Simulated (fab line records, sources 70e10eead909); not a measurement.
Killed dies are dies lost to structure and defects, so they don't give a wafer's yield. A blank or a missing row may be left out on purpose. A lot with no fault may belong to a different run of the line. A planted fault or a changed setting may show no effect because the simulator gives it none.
fab line records	flow nand_harc
[record] lots = 11	wafers = 33	last_day = 31
route steps=1302 shown A_CONTACT@1039 END@1302
lots that met no fault: taken from a fault-free run of the same line
start_h: hours from the record's opening day to when the first of the lot's shown wafers began	wait_h: how many hours have passed since the lot's step before this one	" repeats the value in the row above	L1.1+2: a row that stands for several wafers	- either no value or no given start	* or withheld: withheld	< > ~ a bound
route shown NAME@n: a module of which the file shows steps, and the number in the route of the first	usual: mean and standard deviation over wafers with no fault	same: alike in all rows	chamber/n: place in a boat	sites: each site's reading	_std_site: the values' standard deviation	_edge_site: the outer-site mean with the inner-site mean subtracted	radius_mm: for every site, how far away it sits from the centre of the wafer	mask NAME#n: copy n	behind: the tool/chamber that last shaped the wafer	hold: why the lot was held/for how many hours/how that ended	device: which transistor (n, p or np) failed to switch	end of line: the same wafers' tests at the end of the route	a step without rows: its recipe alone	killed: count of dies lost to structure and defects at first sort (not the wafer's yield)	map: per-die view of a wafer (x killed, . not killed, _ where there is no die)
set.NAME: the setting the step ran with; set.NAME@STEP: the setting that earlier step ran with	model.NAME: the simulator's own value behind a step, which no gauge read
the route's steps for a sample of lots (tables are steps, rows are wafers)
services: from which hour (start_h, from the record's first day; less than 0 if before it) a tool's chamber was out of use, for how many hours, and why
[[steps]]
[step NHARC_A_CONTACT_CD_MEAS_69]
[recipe] target_cd_nm = 300	landing_energy_ev = 500
[usual] cd_nm = 300.1/0.53
lot.wafer	tool	chamber	start_h	wait_h	cd_nm
L602.3	cd_sem-01	0	513.17	-	299.9
L602.4	"	0	"	"	299.7
L602.5	"	0	"	"	300.8
L603.1	cd_sem-01	0	522.50	-	300.9
L603.4	"	0	"	"	299.6
L603.5	"	0	"	"	300.5
L604.1	cd_sem-02	0	533.27	-	300.3
L604.3	"	0	"	"	299.4
L604.4	"	0	"	"	299.7
L606.1	cd_sem-02	0	539.00	-	300.7
L606.4	"	0	"	"	299.7
L606.6	"	0	"	"	299.1
L605.2	cd_sem-01	0	539.40	-	300.2
L605.4	"	0	"	"	300.5
L605.6	"	0	"	"	300.2
L607.1	cd_sem-02	0	544.21	-	298.6
L607.2	"	0	"	"	300.7
L607.6	"	0	"	"	300.2
L609.1	cd_sem-03	0	565.11	-	299.8
L609.3	"	0	"	"	300.4
L609.5	"	0	"	"	300.1
L615.1	cd_sem-03	0	642.53	-	299.5
L615.3	"	0	"	"	300.2
L615.4	"	0	"	"	299.6
L617.1	cd_sem-02	0	649.11	-	299.9
L617.2	"	0	"	"	300.4
L617.6	"	0	"	"	299.3
L618.3	cd_sem-01	0	655.09	-	301.1
L618.4	"	0	"	"	301.0
L618.5	"	0	"	"	301.1
L620.1	cd_sem-02	0	672.56	-	299.6
L620.2	"	0	"	"	299.6
L620.6	"	0	"	"	300.2
[step NHARC_A_CONTACT_DESCUM_74]
[recipe] time_s = 3	o2_flow_sccm = 200	ar_flow_sccm = 0	bias_power_w = 0	chemistry = O2
[usual] drypump_motor_current_A = 5.6/0.4	oes_product_au = 1.001/0.014	rf_vpp_V = 57.7/0.92	showerhead_plenum_p_Torr = 1.89/0.082	throttle_valve_pct = 11.312/0.0077
[same] time_s = 3
lot.wafer	tool	chamber	start_h	wait_h	drypump_motor_current_A	oes_product_au	rf_hours_counter_h	rf_vpp_V	showerhead_plenum_p_Torr	throttle_valve_pct
L602.4	rie_diel-12	0	513.35	0.1	4.9	0.995	9	57.1	1.84	11.303
L602.3	"	1	"	"	5.9	1.008	8	57.0	1.89	11.315
L602.5	"	0	"	"	4.9	1.000	-	59.5	1.84	11.306
L603.1	rie_diel-12	2	522.68	0.1	5.7	1.018	8	57.0	1.79	11.325
L603.4	"	3	"	"	5.9	0.969	11	57.7	1.98	11.324
L603.5	"	3	"	"	5.9	0.991	-	58.1	1.98	11.309
L604.4	rie_diel-03	2	533.46	0.1	6.0	1.003	24	57.9	1.94	11.307
L604.3	"	3	"	"	5.8	0.993	26	57.0	1.84	11.308
L604.1	"	0	"	"	6.1	0.995	22	56.7	1.82	11.302
L606.1	rie_diel-12	0	539.18	0.1	4.9	0.991	15	58.5	1.83	11.306
L606.6	"	0	"	"	4.9	0.995	-	57.3	1.83	11.315
L606.4	"	2	"	"	5.7	1.020	-	58.7	1.79	11.310
L605.4	rie_diel-03	0	539.59	0.1	6.1	0.991	25	57.0	1.82	11.317
L605.2	"	2	"	"	6.0	0.994	27	58.6	1.94	11.301
L605.6	"	3	"	"	5.9	1.005	-	56.2	1.83	11.296
L607.2	rie_diel-03	1	544.41	0.1	5.6	1.002	25	56.2	1.94	11.323
L607.1	"	2	"	"	6.0	1.003	30	58.0	1.94	11.308
L607.6	"	3	"	"	5.9	0.995	-	56.5	1.83	11.304
L609.3	rie_diel-12	3	565.32	0.1	5.9	0.991	19	58.4	1.98	11.319
L609.1	"	0	"	"	4.9	0.990	19	57.8	1.83	11.303
L609.5	"	2	"	"	5.7	1.018	-	57.2	1.78	11.329
L615.1	rie_diel-12	3	642.72	0.1	5.9	1.014	3	57.4	1.97	11.302
L615.3	"	1	"	"	5.9	0.995	2	58.8	1.88	11.308
L615.4	"	2	"	"	5.7	1.026	2	54.9	1.78	11.318
L617.2	rie_diel-03	3	649.31	0.1	5.9	1.011	1	57.4	1.82	11.305
L617.1	"	1	"	"	5.6	1.007	1	58.2	1.93	11.309
L617.6	"	0	"	"	6.1	1.008	-	56.5	1.82	11.319
L618.4	rie_diel-12	0	655.27	0.1	4.9	0.999	6	57.8	1.83	11.307
L618.3	"	3	"	"	5.9	0.994	6	58.4	1.97	11.306
L618.5	"	0	"	"	4.9	0.996	-	57.3	1.83	11.316
L620.2	rie_diel-12	2	672.75	0.1	5.7	1.013	10	56.7	1.78	11.308
L620.1	"	1	"	"	5.9	0.983	10	57.4	1.88	11.305
L620.6	"	3	"	"	5.9	0.994	-	59.5	1.97	11.320
[step NHARC_A_CONTACT_ETCH_75]
[recipe] target_depth_a = 390	over_etch_frac = 0.3	time_s = 65	ion_energy_ev = 80	cf4_flow_sccm = 150	ar_flow_sccm = 0	rf_w = 300	bias_w = 100	chemistry = CF4
[usual] bias_w = 99.99/0.29	cf4_flow_sccm = 150.0/0.44	drypump_motor_current_A = 5.6/0.4	oes_product_au = 1.000/0.013	rf_vpp_V = 151.0/1.2	showerhead_plenum_p_Torr = 1.75/0.071	throttle_valve_pct = 13.283/0.0088
[same] time_s = 65
lot.wafer	tool	chamber	start_h	wait_h	bias_w	cf4_flow_sccm	drypump_motor_current_A	oes_product_au	rf_hours_counter_h	rf_vpp_V	showerhead_plenum_p_Torr	throttle_valve_pct
L602.4	rie_diel-12	2	513.44	0.1	99.63	148.9	5.7	1.018	5	150.0	1.66	13.292
L602.3	"	3	"	"	100.41	149.8	5.9	0.983	8	150.6	1.83	13.303
L602.5	"	3	"	"	100.11	149.8	5.9	0.990	-	154.8	1.83	13.269
L603.1	rie_diel-12	1	522.77	0.1	100.04	150.0	5.9	1.007	11	150.2	1.75	13.282
L603.4	"	3	"	"	99.46	150.1	5.9	0.979	11	151.4	1.83	13.271
L603.5	"	1	"	"	99.97	149.5	6.0	1.004	-	151.7	1.75	13.306
L604.3	rie_diel-03	2	533.55	0.1	99.71	150.2	6.0	0.991	24	152.3	1.79	13.282
L604.4	"	3	"	"	100.29	149.8	5.9	0.990	26	149.3	1.70	13.285
L604.1	"	0	"	"	99.95	149.8	6.1	0.989	22	149.8	1.69	13.287
L606.1	rie_diel-12	3	539.29	0.1	99.97	150.5	5.9	0.997	14	151.3	1.82	13.301
L606.4	"	3	"	"	100.03	150.6	5.9	0.983	-	152.0	1.82	13.289
L606.6	"	2	"	"	100.00	150.0	5.7	1.014	-	150.0	1.66	13.284
L605.2	rie_diel-03	0	539.67	0.1	99.69	149.4	6.1	0.998	25	150.2	1.69	13.291
L605.4	"	3	"	"	99.90	150.1	5.8	0.987	29	149.9	1.70	13.287
L605.6	"	0	"	"	100.09	149.5	6.1	0.995	-	151.7	1.69	13.270
L607.2	rie_diel-03	2	544.48	0.1	99.70	149.6	6.0	0.990	30	152.6	1.79	13.272
L607.1	"	3	"	"	100.03	150.0	5.8	1.004	31	149.9	1.70	13.294
L607.6	"	3	"	"	99.88	150.4	5.8	0.987	-	151.1	1.70	13.275
L609.1	rie_diel-12	3	565.40	0.1	99.89	149.6	5.9	0.989	19	151.3	1.82	13.282
L609.3	"	0	"	"	99.88	150.0	4.8	0.992	19	150.8	1.70	13.276
L609.5	"	1	"	"	99.47	149.1	5.9	0.996	-	150.0	1.75	13.288
L615.4	rie_diel-12	3	642.80	0.1	100.16	150.2	5.9	1.011	3	150.9	1.82	13.301
L615.3	"	0	"	"	100.02	149.9	4.9	1.005	3	150.4	1.70	13.278
L615.1	"	2	"	"	100.19	150.4	5.7	1.027	2	149.7	1.66	13.264
L617.1	rie_diel-03	1	649.39	0.1	99.74	150.6	5.6	1.002	1	150.6	1.78	13.262
L617.2	"	3	"	"	100.16	149.6	5.8	1.009	1	150.4	1.69	13.284
L617.6	"	2	"	"	99.78	149.9	6.1	0.980	-	150.3	1.78	13.275
L618.4	rie_diel-12	0	655.36	0.1	99.97	149.8	4.9	1.000	6	150.2	1.70	13.278
L618.3	"	2	"	"	100.38	150.8	5.7	1.022	6	148.8	1.65	13.281
L618.5	"	3	"	"	100.20	150.2	5.9	0.998	-	152.2	1.82	13.276
L620.2	rie_diel-12	1	672.84	0.1	100.05	149.6	5.9	0.986	10	150.8	1.74	13.281
L620.1	"	2	"	"	100.05	150.0	5.7	1.029	10	149.8	1.65	13.270
L620.6	"	1	"	"	99.86	149.9	6.0	0.995	-	150.8	1.74	13.277
[step NHARC_A_CONTACT_ETCH_78]
[recipe] target_depth_a = 53000	over_etch_frac = 0.3	time_s = 1378	ion_energy_ev = 150	o2_flow_sccm = 400	cos_flow_sccm = 20	ar_flow_sccm = 0	rf_w = 500	bias_w = 300	chemistry = O2/COS
[usual] bias_w = 300.1/0.95	chamber_pressure_mTorr = 20.001/0.019	drypump_motor_current_A = 5.7/0.38	oes_product_au = 1.000/0.014	rf_vpp_V = 313.7/2.1	showerhead_plenum_p_Torr = 3.09/0.13	throttle_valve_pct = 28.330/0.0097	time_s = 1378/0
lot.wafer	tool	chamber	start_h	wait_h	bias_w	chamber_pressure_mTorr	drypump_motor_current_A	oes_product_au	rf_hours_counter_h	rf_vpp_V	showerhead_plenum_p_Torr	throttle_valve_pct	time_s
L602.4	rie_diel-12	1	513.96	-	298.6	20.004	5.9	0.998	9	314.6	3.08	28.335	1378
L602.3	"	0	"	"	299.6	20.023	4.9	0.996	10	312.0	3.00	28.320	1378
L602.5	"	1	"	"	299.5	20.049	5.9	1.005	-	314.4	3.08	28.325	1378
L603.1	rie_diel-12	2	523.49	-	301.0	19.994	5.7	1.005	9	311.9	2.93	28.327	1378
L603.4	"	3	"	"	301.4	20.000	5.9	0.988	11	314.8	3.22	28.308	1378
L603.5	"	1	"	"	299.7	20.054	6.0	1.003	-	314.0	3.08	28.328	1378
L604.3	rie_diel-03	2	534.06	-	300.7	19.978	6.1	0.984	25	316.0	3.17	28.335	1378
L604.1	"	0	"	"	300.8	20.026	6.1	0.987	23	311.6	2.99	28.344	1378
L604.4	"	1	"	"	300.6	19.990	5.6	1.002	20	314.0	3.16	28.324	1378
L606.1	rie_diel-12	0	539.90	-	-	-	-	-	-	-	-	-	-
L606.6	"	2	"	"	-	-	-	-	-	-	-	-	-
L606.4	"	3	"	"	-	-	-	-	-	-	-	-	-
L605.4	rie_diel-03	2	540.29	-	-	-	-	-	-	-	-	-	-
L605.2	"	3	"	"	-	-	-	-	-	-	-	-	-
L605.6	"	1	"	"	-	-	-	-	-	-	-	-	-
L607.1	rie_diel-03	3	545.22	-	-	-	-	-	-	-	-	-	-
L607.2	"	0	"	"	-	-	-	-	-	-	-	-	-
L607.6	"	2	"	"	-	-	-	-	-	-	-	-	-
L609.3	rie_diel-12	1	566.00	-	300.7	19.962	5.9	1.004	16	314.6	3.08	28.321	1378
L609.1	"	3	"	"	298.8	19.999	6.0	1.000	19	314.4	3.22	28.337	1378
L609.5	"	0	"	"	300.6	20.006	4.9	0.998	-	311.9	3.00	28.334	1378
L615.4	rie_diel-12	1	643.33	-	299.5	20.000	6.0	0.992	3	315.7	3.08	28.326	1378
L615.3	"	2	"	"	300.2	20.018	5.7	1.025	3	311.3	2.92	28.328	1378
L615.1	"	3	"	"	300.5	20.037	5.9	1.014	3	315.2	3.21	28.338	1378
L617.1	rie_diel-03	0	649.92	-	300.9	19.970	6.1	1.009	1	311.9	2.97	28.330	1378
L617.2	"	3	"	"	299.8	19.961	5.9	1.010	1	312.9	2.98	28.329	1378
L617.6	"	1	"	"	300.2	20.044	5.6	1.004	-	314.2	3.15	28.328	1378
L618.3	rie_diel-12	2	656.33	-	298.8	20.002	5.7	1.021	7	311.3	2.92	28.328	1378
L618.4	"	0	"	"	301.1	19.983	4.9	1.000	6	312.5	2.99	28.309	1378
L618.5	"	2	"	"	299.6	20.016	5.7	1.016	-	310.7	2.92	28.326	1378
L620.1	rie_diel-12	2	673.35	-	299.4	19.961	5.7	1.022	11	310.7	2.91	28.341	1378
L620.2	"	3	"	"	299.0	20.016	5.9	0.994	10	315.9	3.21	28.327	1378
L620.6	"	2	"	"	299.8	19.988	5.7	1.008	-	309.6	2.91	28.330	1378
[step NHARC_END_SORT_01]
[recipe] temp_c = 25
[usual] killed_at_array = 59/17	killed_at_other = 0.9/1.6	killed_at_periphery = 3.7/2.3	killed_dies = 64/17	killed_open = 3.3/1.8	killed_short = 2.4/1.6
[same] gross_dies = 677
lot.wafer	tool	chamber	start_h	wait_h	killed_at_array	killed_at_other	killed_at_periphery	killed_dies	killed_open	killed_short
L606.1	prober-02	0	597.23	2.5	673	0	4	677	5	3
L606.4	prober-02	0	599.65	3.4	674	1	2	677	4	4
L606.6	prober-02	0	601.26	4.0	672	0	5	677	2	4
L607.1	prober-02	0	605.07	2.5	674	0	3	677	5	4
L607.2	prober-02	0	605.87	2.8	673	0	4	677	4	1
L607.6	prober-02	0	609.09	4.0	674	0	3	677	4	3
L605.2	prober-01	0	605.70	2.8	669	3	5	677	1	3
L605.4	prober-01	0	607.28	3.4	672	1	4	677	1	1
L605.6	prober-01	0	608.85	3.9	664	6	7	677	0	2
// killed by level:class
L606.1 A_CONTACT:area_etch=634 A_CHANNEL_HOLE_D2:chamber_film_flake=28 P_STI:chamber_film_flake=3 A_CHANNEL_HOLE_D1:chamber_film_flake=2 P_CONTACT:geometric_particle:short=1 A_SOURCE_PLATE:geometric_particle:open=1 A_DECK1_JOINT:geometric_particle:short=1 A_CHANNEL_HOLE_D2:geometric_particle:open=1
L606.4 A_CONTACT:area_etch=624 A_CHANNEL_HOLE_D2:chamber_film_flake=32 A_CHANNEL_HOLE_D1:chamber_film_flake=6 A_SGD_CUT:geometric_particle:short=3 A_CONTACT:chamber_film_flake=3 A_STAIRCASE:chamber_film_flake=2 P_M2:geometric_particle:open=1 A_CHANNEL_FILL_D1:geometric_particle:open=1
L606.6 A_CONTACT:area_etch=635 A_CHANNEL_HOLE_D2:chamber_film_flake=27 A_CONTACT:chamber_film_flake=3 P_STI:chamber_film_flake=2 A_CHANNEL_HOLE_D1:chamber_film_flake=2 P_GATE:geometric_particle:short=1 P_M0:geometric_particle:open=1 P_M1:geometric_particle:open=1
L607.1 A_CONTACT:area_etch=630 A_CHANNEL_HOLE_D2:chamber_film_flake=27 A_CONTACT:chamber_film_flake=3 A_SOURCE_PLATE:geometric_particle:short=2 A_DECK1_JOINT:geometric_particle:open=2 A_CHANNEL_HOLE_D1:chamber_film_flake=2 P_M1:geometric_particle:open=1 P_M2:geometric_particle:open=1
L605.2 A_CONTACT:area_etch=583 A_CHANNEL_HOLE_D1:chamber_film_flake=30 A_SLIT:chamber_film_flake=28 A_CHANNEL_HOLE_D2:chamber_film_flake=10 A_STAIRCASE:chamber_film_flake=7 P_STI:chamber_film_flake=3 A_DECK1_JOINT:chamber_film_flake=3 A_CONTACT:chamber_film_flake=3
L607.2 A_CONTACT:area_etch=613 A_CHANNEL_HOLE_D2:chamber_film_flake=37 A_CHANNEL_HOLE_D1:chamber_film_flake=5 A_CONTACT:chamber_film_flake=5 A_WL_FILL:chamber_film_flake=3 A_M1:chamber_film_flake=3 P_ZERO_WELL:chamber_film_flake=2 A_CHANNEL_FILL_D2:chamber_film_flake=2
L605.4 A_CONTACT:area_etch=593 A_CHANNEL_HOLE_D1:chamber_film_flake=30 A_SLIT:chamber_film_flake=27 A_CHANNEL_HOLE_D2:chamber_film_flake=13 P_STI:chamber_film_flake=2 A_CHANNEL_FILL_D1:chamber_film_flake=2 A_DECK1_JOINT:chamber_film_flake=2 A_CONTACT:chamber_film_flake=2
L605.6 A_CONTACT:area_etch=568 A_SLIT:chamber_film_flake=37 A_CHANNEL_HOLE_D1:chamber_film_flake=34 A_CHANNEL_HOLE_D2:chamber_film_flake=13 A_STAIRCASE:chamber_film_flake=7 THIN_TSV:chamber_film_flake=6 P_STI:chamber_film_flake=5 A_CONTACT:chamber_film_flake=4
L607.6 A_CONTACT:area_etch=635 A_CHANNEL_HOLE_D2:chamber_film_flake=24 A_CHANNEL_HOLE_D1:chamber_film_flake=4 A_WL_FILL:geometric_particle:open=2 A_WL_FILL:chamber_film_flake=2 A_CONTACT:chamber_film_flake=2 P_CONTACT:geometric_particle:open=1 P_M2:geometric_particle:short=1
[[services]]
tool	chamber	start_h	hours	kind
rie_diel-03	0	491.44	8.7	repair
rie_diel-12	2	495.22	12.4	repair
rie_diel-03	3	499.98	1.6	repair
rie_diel-12	0	503.40	-	clean
rie_diel-12	1	503.40	-	clean
rie_diel-12	3	503.40	-	clean
rie_diel-12	0	527.90	-	clean
rie_diel-12	1	527.90	-	clean
rie_diel-12	2	527.90	-	clean
rie_diel-12	3	527.90	-	clean
rie_diel-12	1	533.72	14.0	repair
rie_diel-12	0	552.40	-	clean
rie_diel-12	1	552.40	-	clean
rie_diel-12	2	552.40	-	clean
rie_diel-12	3	552.40	-	clean
rie_diel-12	0	576.91	-	clean
rie_diel-12	1	576.91	-	clean
rie_diel-12	2	576.91	-	clean
rie_diel-12	3	576.91	-	clean
rie_diel-03	0	595.85	5.6	repair
rie_diel-12	-	622.40	9.0	pm
rie_diel-03	-	636.50	9.0	pm
rie_diel-03	1	650.83	17.3	repair
rie_diel-03	3	654.93	1.4	repair
[[key]]
[first_sign] step = NHARC_A_CONTACT_ETCH_78	reading = tool_record	direction = missing
[effect] step = NHARC_END_SORT_01	reading = killed_at_array	direction = up	sigmas = 37	usual = 59	struck = 672
[more_kills_born_at] NHARC_A_CONTACT_ETCH_78@rie_diel-03 = 3624	NHARC_A_CONTACT_ETCH_78@rie_diel-12 = 1894
met_at NHARC_A_CONTACT_ETCH_78
struck_lots L605,L606,L607
later_rows_left_out L605.2,L605.4,L605.6,L606.1,L606.4,L606.6,L607.1,L607.2,L607.6
tester_left_out L605,L606,L607
not_acting_at NHARC_A_CONTACT_CD_MEAS_69,NHARC_A_CONTACT_DESCUM_74,NHARC_A_CONTACT_ETCH_75
onset_between 534.06 539.90
[fault] kind = skipped_step_whole	tool = rie_diel-03,rie_diel-12	chamber = -	onset_h = 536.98	steps = NHARC_A_CONTACT_ETCH_78	scope = struck_lots_only
// tester_left_out: of these lots the tester's yield and bins aren't shown, on N5 and GAA mostly nor the transistor test; their killed dies are dies lost to structure and defects alone, not to doping, threshold or leakage, so they don't give the yield
// later_rows_left_out: the simulator's readings of these wafers behind a module that went badly wrong aren't trusted and aren't shown, but for the sort
